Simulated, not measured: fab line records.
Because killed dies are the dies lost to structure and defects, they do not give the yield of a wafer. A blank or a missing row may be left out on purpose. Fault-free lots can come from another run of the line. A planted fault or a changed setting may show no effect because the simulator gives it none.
Chamber matching + flow nand_harc + 4 sister chambers for NHARC_A_ZERO_WELL_DESCUM_12 on rie_diel-06
The step chemistry O2, time 3 s. 22 wafers are shown with their chamber, then 11 later ones without.

== WAFERS PAIRED WITH THEIR CHAMBERS ==
| wafer  | chamber | showerhead_plenum_p_Torr (Torr) | drypump_motor_current_A (A) | oes_product_au (a.u.) |
|--------|---------|---------------------------------|-----------------------------|-----------------------|
| L075.3 | 1       | 2.00                            | 6.2                         | 0.984                 |
| L075.4 | 3       | 1.94                            | 5.0                         | 0.991                 |
| L075.5 | 2       | 2.07                            | 5.7                         | 1.012                 |
| L077.1 | 3       | 1.94                            | 5.0                         | 1.003                 |
| L077.2 | 2       | 2.06                            | 5.7                         | 1.001                 |
| L077.4 | 0       | 1.99                            | 5.9                         | 0.991                 |
| L077.3 | 1       | 2.00                            | 6.1                         | 0.990                 |
| L077.5 | 0       | 1.99                            | 5.9                         | 0.990                 |
| L077.6 | 1       | 2.00                            | 6.1                         | 0.997                 |
| L081.1 | 0       | 1.98                            | 5.9                         | 0.985                 |
| L081.2 | 2       | 2.06                            | 5.6                         | 1.009                 |
| L081.6 | 1       | 2.00                            | 6.1                         | 0.994                 |
| L084.1 | 2       | 2.06                            | 5.6                         | 1.000                 |
| L084.5 | 0       | 1.98                            | 5.9                         | 0.989                 |
| L084.6 | 1       | 2.00                            | 6.2                         | 0.989                 |
| L086.1 | 2       | 2.06                            | 5.6                         | 1.007                 |
| L086.2 | 1       | 2.00                            | 6.1                         | 0.996                 |
| L086.3 | 0       | 1.98                            | 5.9                         | 0.993                 |
| L086.4 | 3       | 1.94                            | 5.0                         | 0.999                 |
| L086.5 | 1       | 2.00                            | 6.1                         | 1.002                 |
| L086.6 | 2       | 2.06                            | 5.6                         | 1.000                 |
| L089.2 | 0       | 1.98                            | 5.9                         | 0.989                 |

SIGNATURES (averages over the wafers above)
| reading                  | chamber 0 | chamber 1 | chamber 2 | chamber 3 | scatter within a chamber |
|--------------------------|-----------|-----------|-----------|-----------|--------------------------|
| showerhead_plenum_p_Torr | 1.9833    | 2.0000    | 2.0617    | 1.9400    | 0.00347                  |
| drypump_motor_current_A  | 5.900     | 6.129     | 5.633     | 5.000     | 0.0392                   |
| oes_product_au           | 0.98950   | 0.99314   | 1.00483   | 0.99767   | 0.00504                  |
Rule: distance of a wafer from a chamber = root of the sum over the readings of ((wafer's reading minus chamber's mean) / reading's scatter) squared. The wafer belongs to the nearest chamber; if the next one is less than 2 further off, it can't be placed. The scatter: take each reading less its chamber's mean, square it, sum over the shown wafers, divide by the number of wafers less the number of chambers, and take the root.

== WAFERS WITHOUT THEIR CHAMBER ==
| wafer  | showerhead_plenum_p_Torr (Torr) | drypump_motor_current_A (A) | oes_product_au (a.u.) |
|--------|---------------------------------|-----------------------------|-----------------------|
| L089.3 | 2.00                            | 6.1                         | 0.999                 |
| L089.5 | 2.00                            | 6.1                         | 0.987                 |
| L092.1 | 2.00                            | 6.1                         | 0.995                 |
| L092.4 | 1.98                            | 5.9                         | 0.993                 |
| L092.6 | 2.00                            | 6.1                         | 0.992                 |
| L094.1 | 1.94                            | 5.0                         | 1.004                 |
| L094.3 | 2.06                            | 5.6                         | 0.998                 |
| L094.5 | 2.06                            | 5.6                         | 0.992                 |
| L097.2 | 2.06                            | 5.6                         | 0.998                 |
| L097.3 | 1.94                            | 5.0                         | 0.980                 |
| L097.5 | 1.94                            | 5.0                         | 0.996                 |

== WHICH CHAMBER EACH ONE RAN IN ==
| wafer  | from the rows above | in truth |
|--------|---------------------|----------|
| L089.3 | 1                   | 1        |
| L089.5 | 1                   | 1        |
| L092.1 | 1                   | 1        |
| L092.4 | 0                   | 0        |
| L092.6 | 1                   | 1        |
| L094.1 | 3                   | 3        |
| L094.3 | 2                   | 2        |
| L094.5 | 2                   | 2        |
| L097.2 | 2                   | 2        |
| L097.3 | 3                   | 3        |
| L097.5 | 3                   | 3        |
Correct placement for 11 of the 11. Number that these rows cannot place: 0. 0 placed wrongly.
